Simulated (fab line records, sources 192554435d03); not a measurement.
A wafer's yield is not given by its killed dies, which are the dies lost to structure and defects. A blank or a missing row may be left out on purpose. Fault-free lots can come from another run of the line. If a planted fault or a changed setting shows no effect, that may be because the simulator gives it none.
fab line records	flow n5-finfet
[record] lots = 12	wafers = 36	last-day = 17
route steps=1938 shown BEOL_M12@1647 BEOL_M13@1659 PASSIVATION@1936
lots untouched by any fault: they come from a run of this same line in which no faults occurred
start-h: hours from the record's opening day to when the first of the lot's shown wafers began	wait-h: time in hours since the lot's previous step	" same as the row above	L1.1+2: several wafers, shown together as one row	- either no value or no given start	* or withheld: withheld	< > ~ a bound
route shown NAME@n: NAME is a module with steps in the file, n the number in the route of the first one	usual: mean/standard deviation of fault-free wafers	same: alike in all rows	chamber/n: place in a boat	sites: each site's reading	_std_site: their standard deviation	_edge_site: the outer-site mean with the inner-site mean subtracted	radius-mm: for every site, how far away it sits from the centre of the wafer	mask NAME#n: copy n	behind: the most recent tool/chamber to have shaped the wafer	hold: why the lot was held/for how many hours/how that ended	device: names the non-switching transistor (n, p or np)	end of line: at the end of the route, the tests of the same wafers	step lacking rows: just its recipe	killed: at the first sort, the dies lost to defects and structure; wafer yield is something else	map: dies across one wafer; x = killed, . = not, _ = none there
set.NAME: the setting as run; set.NAME@STEP: as run at that earlier step	model.NAME: the simulator's own value behind a step, which no gauge read
a sample of lots followed through the steps of the route, with each step as a table and each wafer as a row
services: a tool's chamber out of use, with start hour (start-h, from the record's first day; less than 0 if before it), hours out, and reason
[[steps]]
[step N5_BEOL_M12_PRE_CLEAN_42]
[recipe] gas = H2/He	time-s = 30	temp-c = 250
[usual] heater-power-w = 347/56
lot.wafer	tool	chamber	start-h	wait-h	heater-power-w
L785.1	pvd-sputter-03	-	236.20	0.0	419
L785.3	"	-	"	"	349
L785.5	"	-	"	"	426
L784.1	pvd-sputter-02	-	245.25	0.0	241
L784.3	"	-	"	"	319
L784.5	"	-	"	"	420
L783.2	pvd-sputter-01	-	247.74	0.0	333
L783.3	"	-	"	"	330
L783.5	"	-	"	"	325
L790.2	pvd-sputter-03	-	266.38	0.0	358
L790.3	"	-	"	"	329
L790.5	"	-	"	"	346
L793.2	pvd-sputter-02	-	295.14	0.0	327
L793.3	"	-	"	"	388
L793.5	"	-	"	"	315
L792.2	pvd-sputter-03	-	298.30	0.0	430
L792.4	"	-	"	"	271
L792.5	"	-	"	"	430
L794.3	pvd-sputter-03	-	305.21	0.0	349
L794.4	"	-	"	"	332
L794.6	"	-	"	"	347
L795.1	pvd-sputter-02	-	307.67	0.0	319
L795.3	"	-	"	"	380
L795.4	"	-	"	"	427
L796.1	pvd-sputter-02	-	314.75	0.0	327
L796.3	"	-	"	"	243
L796.6	"	-	"	"	422
L799.1	pvd-sputter-02	-	320.63	0.0	380
L799.2	"	-	"	"	426
L799.5	"	-	"	"	428
L804.1	pvd-sputter-01	-	359.04	0.0	318
L804.3	"	-	"	"	323
L804.4	"	-	"	"	373
L806.2	pvd-sputter-02	-	365.98	0.0	245
L806.5	"	-	"	"	415
L806.6	"	-	"	"	327
[step N5_BEOL_M12_SPUTTER_45]
[recipe] material = Cu	target-thk-a = 800	temp-c = -20	bias-v = 60	power-w = 26000	chamber-pressure-pa = 0.13	time-s = 13.33
[usual] throttle-valve-pct = 30.7/1.3
lot.wafer	tool	chamber	start-h	wait-h	throttle-valve-pct
L785.1	pvd-sputter-03	-	236.40	0.0	30.8
L785.3	"	-	"	"	31.1
L785.5	"	-	"	"	31.1
L784.1	pvd-sputter-02	-	245.45	0.0	31.7
L784.3	"	-	"	"	32.7
L784.5	"	-	"	"	31.3
L783.2	pvd-sputter-01	-	247.94	0.0	30.5
L783.3	"	-	"	"	28.2
L783.5	"	-	"	"	28.1
L790.2	pvd-sputter-03	-	266.58	0.0	31.1
L790.3	"	-	"	"	27.7
L790.5	"	-	"	"	31.3
L793.2	pvd-sputter-02	-	295.34	0.0	32.7
L793.3	"	-	"	"	31.2
L793.5	"	-	"	"	32.8
L792.2	pvd-sputter-03	-	298.50	0.0	30.9
L792.4	"	-	"	"	31.0
L792.5	"	-	"	"	30.9
L794.3	pvd-sputter-03	-	305.41	0.0	31.3
L794.4	"	-	"	"	28.0
L794.6	"	-	"	"	28.0
L795.1	pvd-sputter-02	-	307.87	0.0	32.8
L795.3	"	-	"	"	31.1
L795.4	"	-	"	"	30.9
L796.1	pvd-sputter-02	-	314.95	0.0	32.8
L796.3	"	-	"	"	31.8
L796.6	"	-	"	"	30.9
L799.1	pvd-sputter-02	-	320.83	0.0	31.0
L799.2	"	-	"	"	31.0
L799.5	"	-	"	"	31.0
L804.1	pvd-sputter-01	-	359.24	0.0	30.8
L804.3	"	-	"	"	27.9
L804.4	"	-	"	"	30.4
L806.2	pvd-sputter-02	-	366.18	0.0	31.9
L806.5	"	-	"	"	31.2
L806.6	"	-	"	"	32.9
[step N5_BEOL_M12_THK_MEAS_50]
[recipe] thk-meas-gauge = xrf	reads = Cu_of_BEOL_M12_ECD_47
[usual] M12_THK = 323/5.4
lot.wafer	tool	chamber	start-h	wait-h	M12_THK[nm]
L785.1	film-metro-01	-	237.26	-	326
L785.3	"	-	"	"	318
L785.5	"	-	"	"	327
L784.1	film-metro-01	-	246.31	-	327
L784.3	"	-	"	"	321
L784.5	"	-	"	"	329
L783.2	film-metro-01	-	248.79	-	328
L783.3	"	-	"	"	331
L783.5	"	-	"	"	322
L790.2	film-metro-01	-	268.63	-	326
L790.3	"	-	"	"	318
L790.5	"	-	"	"	317
L793.2	film-metro-01	-	296.19	-	323
L793.3	"	-	"	"	323
L793.5	"	-	"	"	322
L792.2	film-metro-02	-	299.46	-	311
L792.4	"	-	"	"	328
L792.5	"	-	"	"	319
L794.3	film-metro-01	-	306.45	-	332
L794.4	"	-	"	"	337
L794.6	"	-	"	"	326
L795.1	film-metro-02	-	308.78	-	326
L795.3	"	-	"	"	330
L795.4	"	-	"	"	315
L796.1	film-metro-02	-	315.80	-	312
L796.3	"	-	"	"	324
L796.6	"	-	"	"	313
L799.1	film-metro-02	-	321.90	-	330
L799.2	"	-	"	"	322
L799.5	"	-	"	"	326
L804.1	film-metro-01	-	360.52	-	317
L804.3	"	-	"	"	315
L804.4	"	-	"	"	326
L806.2	film-metro-02	-	367.04	-	326
L806.5	"	-	"	"	332
L806.6	"	-	"	"	322
[step N5_BEOL_M13_ILD_DEP_00]
[recipe] material = SiOC	target-thk-a = 8379.2	temp-c = 350	precursor = DEMS/O2	pressure-torr = 5	rf-w = 500	time-s = 166.4
[usual] heater-power-w = 490/77	showerhead-plenum-p-Torr = 5.698/0.015	susceptor-temp-C = 350.01/0.22	throttle-valve-pct = 12.2/0.49
lot.wafer	tool	chamber	start-h	wait-h	heater-power-w	showerhead-plenum-p-Torr	susceptor-temp-C	throttle-valve-pct
L785.1	pecvd-01	2	237.44	0.0	451	5.703	350.25	11.7
L785.3	"	1	"	"	542	5.706	350.16	12.2
L785.5	"	0	"	"	546	5.698	349.61	12.5
L784.1	pecvd-03	0	246.49	0.0	445	5.691	349.86	11.5
L784.3	"	2	"	"	575	5.684	349.82	11.4
L784.5	"	0	"	"	458	5.695	349.77	11.8
L783.2	pecvd-01	0	248.98	0.0	561	5.703	350.23	13.0
L783.3	"	1	"	"	595	5.702	349.93	12.0
L783.5	"	2	"	"	486	5.703	349.95	11.4
L790.2	pecvd-02	1	268.82	0.0	531	5.714	350.18	12.4
L790.3	"	0	"	"	361	5.693	349.96	12.6
L790.5	"	1	"	"	430	5.714	350.21	12.3
L793.2	pecvd-02	2	296.38	0.0	481	5.661	349.83	11.8
L793.3	"	0	"	"	411	5.717	350.06	12.4
L793.5	"	1	"	"	519	5.710	349.76	12.5
L792.2	pecvd-03	2	299.65	0.0	528	5.690	349.94	11.3
L792.4	"	0	"	"	466	5.693	350.04	11.7
L792.5	"	1	"	"	313	5.696	349.91	12.2
L794.3	pecvd-02	2	306.66	0.0	466	5.673	349.78	11.8
L794.4	"	0	"	"	434	5.692	349.91	12.5
L794.6	"	1	"	"	425	5.727	350.05	12.9
L795.1	pecvd-02	2	308.97	0.0	460	5.680	350.16	11.9
L795.3	"	1	"	"	500	5.710	349.82	12.4
L795.4	"	1	"	"	524	5.743	349.73	12.7
L796.1	pecvd-01	0	316.02	0.0	567	5.706	350.06	13.0
L796.3	"	1	"	"	630	5.705	350.30	12.4
L796.6	"	1	"	"	639	5.684	349.99	12.3
L799.1	pecvd-01	1	322.09	0.0	544	5.683	349.98	12.3
L799.2	"	2	"	"	486	5.700	350.41	11.8
L799.5	"	2	"	"	400	5.686	350.27	11.5
L804.1	pecvd-02	0	360.70	0.0	369	5.683	350.55	12.2
L804.3	"	2	"	"	492	5.673	349.80	11.8
L804.4	"	1	"	"	501	5.728	341.25	12.6
L806.2	pecvd-02	0	367.25	0.0	399	5.689	349.84	12.7
L806.5	"	1	"	"	488	5.715	341.96	12.5
L806.6	"	0	"	"	430	5.681	350.05	12.3
[step N5_PASSIVATION_PROBE_49]
[usual] defect-limited-yield = 91.4/1.5	killed_at_M0_to_M3 = 36/11	killed_at_M4_up = 14/6	killed-at-contacts = 11/6	killed-at-front-end = 37/11	killed-at-other = 4/3.4	killed-dies = 102/18	killed-open = 66/13	killed-short = 34/7.8	sort_bin_4_leakage = 0.00/0.017	sort_bin_5_function = 5.0/0.97	sort_bin_6_memory = 3.2/0.7	sort-n-pass = 1078/19	sort-yield-pct = 91.3/1.6
[same] gross-dies = 1180	killed-at-back-side = 0	sort_bin_8_speed[%] = 0
lot.wafer	tool	chamber	start-h	wait-h	defect-limited-yield[%]	killed_at_M0_to_M3	killed_at_M4_up	killed-at-contacts	killed-at-front-end	killed-at-other	killed-dies	killed-open	killed-short	sort_bin_4_leakage[%]	sort_bin_5_function[%]	sort_bin_6_memory[%]	sort-n-pass	sort-yield-pct[%]
L785.1	prober-01	-	271.72	0.0	91.7	30	16	15	28	9	98	60	34	0	4.2	3.9	1082	91.7
L785.3	prober-01	-	271.82	0.1	92.5	41	15	7	24	1	88	46	39	0	4.4	2.5	1092	92.5
L785.5	prober-01	-	271.92	0.2	91.7	25	21	7	37	8	98	66	30	0	5.3	3.0	1082	91.7
L783.2	prober-02	-	281.74	0.1	90.3	43	23	18	29	2	115	83	30	0	5.8	3.6	1065	90.3
L783.3	prober-02	-	281.79	0.1	90.7	38	16	5	45	6	110	71	35	0	5.7	3.5	1070	90.7
L783.5	prober-02	-	281.89	0.2	92.3	28	13	5	41	4	91	61	27	0	4.3	3.1	1089	92.3
L784.1	prober-01	-	286.92	0.0	92.9	28	16	5	34	1	84	57	24	0	4.3	2.5	1096	92.9
L784.3	prober-01	-	287.02	0.1	93.4	22	6	8	34	8	78	42	34	0	3.3	2.8	1102	93.4
L784.5	prober-01	-	287.12	0.2	92.7	27	14	12	31	2	86	57	26	0	4.2	2.9	1094	92.7
L790.2	prober-01	-	306.32	0.1	90.9	41	20	20	26	0	107	76	30	0	6.0	2.8	1073	90.9
L790.3	prober-01	-	306.37	0.1	91.6	38	28	5	26	2	99	76	19	0	5.3	2.9	1081	91.6
L790.5	prober-01	-	306.47	0.2	93.2	23	9	14	31	3	80	56	23	0	4.1	2.4	1100	93.2
L793.2	prober-01	-	332.22	0.1	88.1	76	12	9	44	0	141	94	47	0	7.5	4.4	1039	88.1
L793.3	prober-01	-	332.27	0.1	90.8	33	14	8	45	8	108	74	28	0	5.3	3.3	1072	90.8
L793.5	prober-01	-	332.37	0.2	88.6	40	4	4	77	9	134	95	39	0.08	6.3	4.7	1045	88.6
L792.2	prober-02	-	332.48	0.1	93.2	39	6	9	25	1	80	51	28	0	3.5	3.1	1100	93.2
L792.4	prober-02	-	332.58	0.2	91.5	52	15	7	21	5	100	68	31	0	5.0	3.3	1080	91.5
L792.5	prober-02	-	332.63	0.2	93.1	42	8	8	21	3	82	59	20	0	4.2	2.6	1098	93.1
L794.3	prober-02	-	343.39	0.1	93.2	28	10	7	31	4	80	51	28	0	3.6	3.1	1100	93.2
L794.4	prober-02	-	343.44	0.2	93.6	25	6	9	34	1	75	47	28	0.08	3.4	2.7	1104	93.6
L794.6	prober-02	-	343.54	0.3	93.3	33	13	9	22	2	79	47	24	0	4.1	2.5	1101	93.3
L795.1	prober-02	-	344.63	0.8	92.6	34	17	4	25	7	87	47	39	0	4.5	2.5	1093	92.6
L795.3	prober-02	-	344.73	0.9	92.5	36	14	6	31	2	89	48	41	0	3.6	3.7	1091	92.5
L795.4	prober-02	-	344.78	0.9	89.1	39	19	7	61	3	129	78	49	0	6.5	3.9	1051	89.1
L796.1	prober-02	-	349.82	0.9	93.5	27	13	5	31	1	77	45	30	0	3.4	2.7	1103	93.5
L796.3	prober-02	-	349.92	1.0	90.8	31	13	21	41	2	108	65	43	0	5.3	3.5	1072	90.8
L796.6	prober-02	-	350.07	1.1	90.1	36	28	7	44	2	117	83	33	0	6.1	3.6	1063	90.1
L799.1	prober-02	-	358.91	0.6	91.6	21	9	6	59	4	99	67	32	0	5.8	2.5	1081	91.6
L799.2	prober-02	-	358.96	0.7	89.4	42	19	12	43	9	125	84	41	0	5.9	4.2	1055	89.4
L799.5	prober-02	-	359.11	0.8	88.6	43	7	18	54	12	134	98	36	0	6.9	4.5	1046	88.6
L804.1	prober-01	-	395.07	0.0	91.0	23	16	13	54	0	106	71	33	0	5.5	3.4	1074	91.0
L804.3	prober-01	-	395.17	0.1	93.6	20	13	12	29	1	75	50	23	0	3.9	2.0	1105	93.6
L804.4	prober-01	-	395.22	0.2	91.5	37	7	16	37	3	100	68	32	0	5.4	2.3	1080	91.5
L806.2	prober-01	-	401.11	0.1	91.7	37	5	5	49	2	98	48	38	0	4.1	3.0	1082	91.7
L806.5	prober-01	-	401.26	0.2	91.3	39	15	3	45	1	103	62	40	0	5.4	3.1	1077	91.3
L806.6	prober-01	-	401.31	0.3	89.4	64	8	7	46	0	125	72	51	0	5.8	4.2	1055	89.4
// killed by level:class
L785.1 MOL_CONTACT_COAG:geometric-particle:open=13 BEOL_M2:geometric-particle:open=9 BEOL_M4:geometric-particle:open=6 BEOL_M0_SAQP:geometric-particle:open=5 DUMMY_GATE:geometric-particle:open=4 BEOL_M0_SAQP:geometric-particle:short=4 BEOL_M3:geometric-particle:open=4 PASS1_CAP:geometric-particle:open=4
L785.3 FIN_SAQP:geometric-particle:short=11 BEOL_M0_SAQP:geometric-particle:short=11 BEOL_M0_SAQP:geometric-particle:open=9 BEOL_M3:geometric-particle:open=6 BEOL_M2:geometric-particle:open=5 FIN_SAQP:geometric-particle:open=4 MOL_CONTACT_COAG:geometric-particle:short=4 BEOL_M3:geometric-particle:short=4
L785.5 BEOL_M4:geometric-particle:open=16 FIN_SAQP:geometric-particle:open=9 STI_FIN_REVEAL:geometric-particle:open=6 BEOL_M0_SAQP:geometric-particle:open=5 BEOL_M2:geometric-particle:open=5 BEOL_M3:geometric-particle:open=5 FIN_SAQP:geometric-particle:short=4 GATE_CUT:geometric-particle:short=4
L783.2 MOL_CONTACT_COAG:geometric-particle:open=13 BEOL_M1:geometric-particle:open=13 BEOL_M4:geometric-particle:open=11 STI_FIN_REVEAL:geometric-particle:open=10 BEOL_M0_SAQP:geometric-particle:short=9 BEOL_M3:geometric-particle:open=7 BEOL_M0_SAQP:geometric-particle:open=6 FIN_SAQP:geometric-particle:open=5
L783.3 STI_FIN_REVEAL:geometric-particle:open=13 FIN_SAQP:geometric-particle:open=9 BEOL_M3:geometric-particle:open=7 BEOL_M0_SAQP:geometric-particle:open=6 FIN_SAQP:geometric-particle:short=5 BEOL_M0_SAQP:geometric-particle:short=5 BEOL_M1:geometric-particle:open=5 BEOL_M8:geometric-particle:open=5
L783.5 FIN_SAQP:geometric-particle:open=10 BEOL_M0_SAQP:geometric-particle:open=9 FIN_SAQP:geometric-particle:short=6 STI_FIN_REVEAL:geometric-particle:open=5 GATE_CUT:geometric-particle:short=5 BEOL_M3:geometric-particle:open=5 BEOL_M4:geometric-particle:open=5 STARTING-WAFER:geometric-particle:short=4
L784.1 BEOL_M0_SAQP:geometric-particle:open=8 BEOL_M3:geometric-particle:open=7 FIN_SAQP:geometric-particle:short=6 STI_FIN_REVEAL:geometric-particle:open=6 MOL_CONTACT_COAG:geometric-particle:open=5 BEOL_M2:geometric-particle:open=5 FIN_SAQP:geometric-particle:open=4 DUMMY_GATE:geometric-particle:open=4
L784.3 FIN_SAQP:geometric-particle:short=9 FIN_SAQP:geometric-particle:open=6 MOL_CONTACT_COAG:geometric-particle:open=6 BEOL_M2:geometric-particle:open=5 BEOL_M3:geometric-particle:open=5 ILD0:geometric-particle:short=4 GATE_CUT:geometric-particle:open=3 GATE_CUT:geometric-particle:short=3
L784.5 MOL_CONTACT_COAG:geometric-particle:open=11 BEOL_M3:geometric-particle:open=9 BEOL_M0_SAQP:geometric-particle:short=7 FIN_SAQP:geometric-particle:short=6 DUMMY_GATE:geometric-particle:open=6 STI_FIN_REVEAL:geometric-particle:open=5 BEOL_M2:geometric-particle:open=4 FIN_SAQP:geometric-particle:open=3
L790.2 MOL_CONTACT_COAG:geometric-particle:open=18 BEOL_M1:geometric-particle:open=10 BEOL_M4:geometric-particle:open=10 BEOL_M2:geometric-particle:open=9 FIN_SAQP:geometric-particle:short=7 BEOL_M1:geometric-particle:short=6 STI_FIN_REVEAL:geometric-particle:open=5 BEOL_M0_SAQP:geometric-particle:short=4
L790.3 BEOL_M4:geometric-particle:open=16 BEOL_M3:geometric-particle:open=12 BEOL_M1:geometric-particle:open=9 BEOL_M0_SAQP:geometric-particle:open=8 DUMMY_GATE:geometric-particle:open=6 BEOL_M5:geometric-particle:open=5 FIN_SAQP:geometric-particle:short=4 MOL_CONTACT_COAG:geometric-particle:open=4
L790.5 MOL_CONTACT_COAG:geometric-particle:open=11 BEOL_M3:geometric-particle:open=6 DUMMY_GATE:geometric-particle:open=5 BEOL_M0_SAQP:geometric-particle:open=5 BEOL_M4:geometric-particle:open=5 STI_FIN_REVEAL:geometric-particle:open=4 GATE_CUT:geometric-particle:short=4 BEOL_M2:geometric-particle:open=4
L793.2 BEOL_M1:geometric-particle:open=18 BEOL_M2:geometric-particle:open=14 FIN_SAQP:geometric-particle:open=12 BEOL_M0_SAQP:geometric-particle:short=12 FIN_SAQP:geometric-particle:short=10 BEOL_M0_SAQP:geometric-particle:open=10 STI_FIN_REVEAL:geometric-particle:open=9 BEOL_M1:geometric-particle:short=8
L793.3 FIN_SAQP:geometric-particle:open=13 BEOL_M2:geometric-particle:open=10 BEOL_M1:geometric-particle:open=8 BEOL_M4:geometric-particle:open=8 DUMMY_GATE:geometric-particle:open=7 MOL_CONTACT_COAG:geometric-particle:open=6 PASS1_CAP:geometric-particle:short=6 HKMG_FIN:area-etch=5
L793.5 FIN_SAQP:geometric-particle:open=33 BEOL_M1:geometric-particle:open=16 FIN_SAQP:geometric-particle:short=15 BEOL_M2:geometric-particle:open=11 STI_FIN_REVEAL:geometric-particle:open=10 DUMMY_GATE:geometric-particle:open=8 GATE_CUT:geometric-particle:short=6 BEOL_M2:geometric-particle:short=5
L792.2 BEOL_M3:geometric-particle:open=13 BEOL_M0_SAQP:geometric-particle:short=9 MOL_CONTACT_COAG:geometric-particle:open=8 BEOL_M0_SAQP:geometric-particle:open=7 GATE_CUT:geometric-particle:short=5 GATE_CUT:geometric-particle:open=3 BEOL_M0:geometric-particle:open=3 BEOL_M4:geometric-particle:open=3
L792.4 BEOL_M0_SAQP:geometric-particle:open=13 BEOL_M0_SAQP:geometric-particle:short=12 MOL_CONTACT_COAG:geometric-particle:open=7 FIN_SAQP:geometric-particle:open=6 BEOL_M1:geometric-particle:open=6 BEOL_M2:geometric-particle:open=6 FIN_SAQP:geometric-particle:short=5 BEOL_M0:geometric-particle:open=4
L792.5 BEOL_M0_SAQP:geometric-particle:open=15 BEOL_M0_SAQP:geometric-particle:short=8 BEOL_M3:geometric-particle:open=8 MOL_CONTACT_COAG:geometric-particle:open=6 BEOL_M0:geometric-particle:open=4 STARTING-WAFER:geometric-particle:open=4 DUMMY_GATE:geometric-particle:open=3 FIN_SAQP:geometric-particle:open=2
L794.3 FIN_SAQP:geometric-particle:open=14 BEOL_M2:geometric-particle:open=10 MOL_CONTACT_COAG:geometric-particle:open=6 BEOL_M1:geometric-particle:open=5 BEOL_M1:geometric-particle:short=5 FIN_SAQP:geometric-particle:short=4 SPACER0:geometric-particle:short=3 BEOL_M4:geometric-particle:open=3
L794.4 FIN_SAQP:geometric-particle:open=7 BEOL_M0_SAQP:geometric-particle:short=6 MOL_CONTACT_COAG:geometric-particle:open=5 BEOL_M2:geometric-particle:open=5 STI_FIN_REVEAL:geometric-particle:open=4 GATE_CUT:geometric-particle:short=4 GATE_CUT:geometric-particle:open=4 MOL_CONTACT_COAG:geometric-particle:short=4
L794.6 MOL_CONTACT_COAG:geometric-particle:open=6 BEOL_M0_SAQP:geometric-particle:short=6 BEOL_M1:geometric-particle:open=6 BEOL_M2:geometric-particle:open=6 BEOL_M0_SAQP:geometric-particle:open=5 STI_FIN_REVEAL:geometric-particle:open=4 DUMMY_GATE:geometric-particle:open=4 BEOL_M3:geometric-particle:open=4
L795.1 BEOL_M4:geometric-particle:open=10 BEOL_M3:geometric-particle:short=8 FIN_SAQP:geometric-particle:open=7 FIN_SAQP:geometric-particle:short=5 BEOL_M0_SAQP:geometric-particle:open=5 BEOL_M0_SAQP:geometric-particle:short=5 BEOL_M3:geometric-particle:open=5 BEOL_M1:geometric-particle:open=4
L795.3 BEOL_M0_SAQP:geometric-particle:short=11 BEOL_M0_SAQP:geometric-particle:open=8 FIN_SAQP:geometric-particle:open=7 FIN_SAQP:geometric-particle:short=6 STI_FIN_REVEAL:geometric-particle:open=5 MOL_CONTACT_COAG:geometric-particle:open=5 BEOL_M1:geometric-particle:open=5 GATE_CUT:geometric-particle:short=4
L795.4 FIN_SAQP:geometric-particle:open=24 FIN_SAQP:geometric-particle:short=13 BEOL_M0_SAQP:geometric-particle:short=13 BEOL_M0_SAQP:geometric-particle:open=12 BEOL_M4:geometric-particle:open=12 GATE_CUT:geometric-particle:short=7 MOL_CONTACT_COAG:geometric-particle:open=6 BEOL_M4:geometric-particle:short=6
L796.1 FIN_SAQP:geometric-particle:short=6 STI_FIN_REVEAL:geometric-particle:open=6 BEOL_M0_SAQP:geometric-particle:open=6 GATE_CUT:geometric-particle:short=6 BEOL_M1:geometric-particle:open=6 BEOL_M3:geometric-particle:open=5 FIN_SAQP:geometric-particle:open=4 BEOL_M0_SAQP:geometric-particle:short=3
L796.3 MOL_CONTACT_COAG:geometric-particle:open=14 FIN_SAQP:geometric-particle:short=13 BEOL_M0_SAQP:geometric-particle:open=10 STI_FIN_REVEAL:geometric-particle:open=8 MOL_CONTACT_COAG:geometric-particle:short=7 BEOL_M4:geometric-particle:open=7 FIN_SAQP:geometric-particle:open=5 BEOL_M0_SAQP:geometric-particle:short=5
L796.6 BEOL_M4:geometric-particle:open=19 STI_FIN_REVEAL:geometric-particle:open=11 FIN_SAQP:geometric-particle:open=10 BEOL_M1:geometric-particle:open=8 BEOL_M2:geometric-particle:open=7 FIN_SAQP:geometric-particle:short=6 MOL_CONTACT_COAG:geometric-particle:open=5 BEOL_M3:geometric-particle:open=5
L799.1 FIN_SAQP:geometric-particle:open=15 STI_FIN_REVEAL:geometric-particle:open=11 FIN_SAQP:geometric-particle:short=9 DUMMY_GATE:geometric-particle:open=7 BEOL_M0_SAQP:geometric-particle:short=7 BEOL_M4:geometric-particle:open=7 MOL_CONTACT_COAG:geometric-particle:open=6 BEOL_M0_SAQP:geometric-particle:open=5
L799.2 FIN_SAQP:geometric-particle:open=19 BEOL_M0_SAQP:geometric-particle:open=17 BEOL_M0_SAQP:geometric-particle:short=16 BEOL_M4:geometric-particle:open=12 FIN_SAQP:geometric-particle:short=10 MOL_CONTACT_COAG:geometric-particle:open=10 STI_FIN_REVEAL:geometric-particle:open=6 PASS1_CAP:geometric-particle:open=4
L799.5 FIN_SAQP:geometric-particle:open=18 MOL_CONTACT_COAG:geometric-particle:open=16 STI_FIN_REVEAL:geometric-particle:open=12 BEOL_M2:geometric-particle:open=12 FIN_SAQP:geometric-particle:short=8 BEOL_M0_SAQP:geometric-particle:short=8 BEOL_M0_SAQP:geometric-particle:open=7 BEOL_M1:geometric-particle:open=6
L804.1 FIN_SAQP:geometric-particle:short=15 FIN_SAQP:geometric-particle:open=13 STI_FIN_REVEAL:geometric-particle:open=12 MOL_CONTACT_COAG:geometric-particle:open=10 BEOL_M4:geometric-particle:open=9 BEOL_M2:geometric-particle:open=8 BEOL_M3:geometric-particle:open=6 BEOL_M0_SAQP:geometric-particle:short=5
L804.3 FIN_SAQP:geometric-particle:open=11 MOL_CONTACT_COAG:geometric-particle:open=8 FIN_SAQP:geometric-particle:short=7 BEOL_M3:geometric-particle:open=6 BEOL_M4:geometric-particle:open=5 MOL_CONTACT_COAG:geometric-particle:short=4 BEOL_M0_SAQP:geometric-particle:short=4 BEOL_M2:geometric-particle:open=4
L804.4 MOL_CONTACT_COAG:geometric-particle:open=15 BEOL_M0_SAQP:geometric-particle:open=15 FIN_SAQP:geometric-particle:open=12 FIN_SAQP:geometric-particle:short=9 BEOL_M0_SAQP:geometric-particle:short=7 BEOL_M1:geometric-particle:open=6 STARTING-WAFER:geometric-particle:short=4 GATE_CUT:geometric-particle:short=3
L806.2 BEOL_M0_SAQP:geometric-particle:short=12 STI_FIN_REVEAL:geometric-particle:open=10 HKMG_FIN:area-etch=10 FIN_SAQP:geometric-particle:short=7 BEOL_M3:geometric-particle:open=6 BEOL_M0_SAQP:geometric-particle:open=6 FIN_SAQP:geometric-particle:open=5 GATE_CUT:geometric-particle:short=5
L806.5 FIN_SAQP:geometric-particle:short=9 BEOL_M0_SAQP:geometric-particle:short=8 BEOL_M0_SAQP:geometric-particle:open=8 BEOL_M2:geometric-particle:open=8 ILD0:geometric-particle:short=6 STARTING-WAFER:geometric-particle:open=6 FIN_SAQP:geometric-particle:open=5 STI_FIN_REVEAL:geometric-particle:open=5
L806.6 BEOL_M0_SAQP:geometric-particle:short=23 FIN_SAQP:geometric-particle:short=14 BEOL_M0_SAQP:geometric-particle:open=14 FIN_SAQP:geometric-particle:open=9 BEOL_M1:geometric-particle:open=9 DUMMY_GATE:geometric-particle:open=8 BEOL_M2:geometric-particle:open=7 MOL_CONTACT_COAG:geometric-particle:open=6
[[services]]
tool	chamber	start-h	hours	kind
pecvd-03	2	213.00	-	clean
pecvd-03	2	213.00	-	consumable-replace:showerhead
pecvd-03	2	213.00	29.0	scheduled-down
pecvd-03	2	213.00	29.0	vent-cycle
pecvd-01	2	261.82	2.1	scheduled-down
pecvd-03	1	275.80	7.2	repair
pecvd-01	0	294.15	5.0	scheduled-down
pecvd-01	2	298.12	1.9	repair
pecvd-01	-	301.37	14.6	pm
pecvd-03	0	304.17	5.5	scheduled-down
pecvd-03	-	308.30	0.8	pm
pecvd-03	0	315.83	2.1	scheduled-down
pecvd-02	-	317.36	0.8	repair
pvd-sputter-02	-	321.23	1.2	repair
pvd-sputter-01	-	330.79	2.4	repair
pecvd-01	1	348.44	6.4	repair
pecvd-03	-	364.88	2.7	repair
pvd-sputter-01	-	366.78	2.9	repair
pecvd-01	-	367.18	0.7	repair
[[key]]
[first-sign] step = N5_BEOL_M13_ILD_DEP_00	reading = susceptor-temp-C	direction = down	sigmas = 38	usual = *	struck = *
effect none on later readings
met-at N5_BEOL_M13_ILD_DEP_00
struck-lots L804,L806
struck-wafers L804.4,L806.5
[baseline-loss] step = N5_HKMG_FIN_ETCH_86	wafers = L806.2
not-acting-at N5_BEOL_M12_PRE_CLEAN_42,N5_BEOL_M12_SPUTTER_45,N5_BEOL_M12_THK_MEAS_50
onset-between 308.97 360.70
[fault] kind = process-parameter-drift	tool = pecvd-02	chamber = 1	onset-h = 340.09	steps = N5_BEOL_M13_ILD_DEP_00	channel = temp-c	offset = *	shape = step	end-h = 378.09	acts-in = *	stated = *
// baseline-loss: these wafers lose ten dies or more at that step, a loss of the line's own and not of a fault; the sort's usual values leave them out
